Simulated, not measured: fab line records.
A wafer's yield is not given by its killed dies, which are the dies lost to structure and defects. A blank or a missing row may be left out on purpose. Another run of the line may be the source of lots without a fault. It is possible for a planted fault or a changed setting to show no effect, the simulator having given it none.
Chamber matching / flow nandHarc / NHARC_A_STAIRCASE_DESCUM_168 on rieDiel-07: 4 sister chambers
The step chemistry O2, time 3 s. 4 wafers are shown with their chamber, then 10 later ones without.

WAFERS, EACH WITH ITS CHAMBER
wafer=L082.6; chamber=1; drypumpMotorCurrentA (A)=6.3
wafer=L083.3; chamber=2; drypumpMotorCurrentA (A)=5.9
wafer=L088.1; chamber=3; drypumpMotorCurrentA (A)=4.9
wafer=L088.5; chamber=0; drypumpMotorCurrentA (A)=5.8

WAFERS WITH NO CHAMBER GIVEN
wafer=L088.6; drypumpMotorCurrentA (A)=6.3
wafer=L091.2; drypumpMotorCurrentA (A)=5.8
wafer=L091.3; drypumpMotorCurrentA (A)=5.9
wafer=L091.5; drypumpMotorCurrentA (A)=4.8
wafer=L096.1; drypumpMotorCurrentA (A)=4.9
wafer=L096.3; drypumpMotorCurrentA (A)=5.9
wafer=L096.4; drypumpMotorCurrentA (A)=5.8
wafer=L097.1; drypumpMotorCurrentA (A)=5.8
wafer=L097.4; drypumpMotorCurrentA (A)=4.9
wafer=L097.5; drypumpMotorCurrentA (A)=4.9

CHAMBER TAKEN BY EACH
wafer=L088.6; from the rows above=1; in truth=1
wafer=L091.2; from the rows above=0; in truth=0
wafer=L091.3; from the rows above=2; in truth=2
wafer=L091.5; from the rows above=3; in truth=3
wafer=L096.1; from the rows above=3; in truth=3
wafer=L096.3; from the rows above=2; in truth=2
wafer=L096.4; from the rows above=0; in truth=0
wafer=L097.1; from the rows above=0; in truth=0
wafer=L097.4; from the rows above=3; in truth=3
wafer=L097.5; from the rows above=3; in truth=3
Correctly placed: 10 of 10. From these rows, 0 cannot be placed. Number placed wrongly: 0.
How it was worked out, from the rows above alone: a wafer's distance from a chamber is the root of the sum, over the readings, of the square of ((its reading less the chamber's mean) divided by the reading's scatter). If the next closest chamber is less than 2 further off than the closest, the wafer can't be placed; otherwise it belongs to the closest. For every chamber, the mean is computed from those of its wafers that are shown. The scatter (one wafer shown for each chamber): square how far every hidden wafer sits from the nearest shown wafer, average those squares and take the square root.
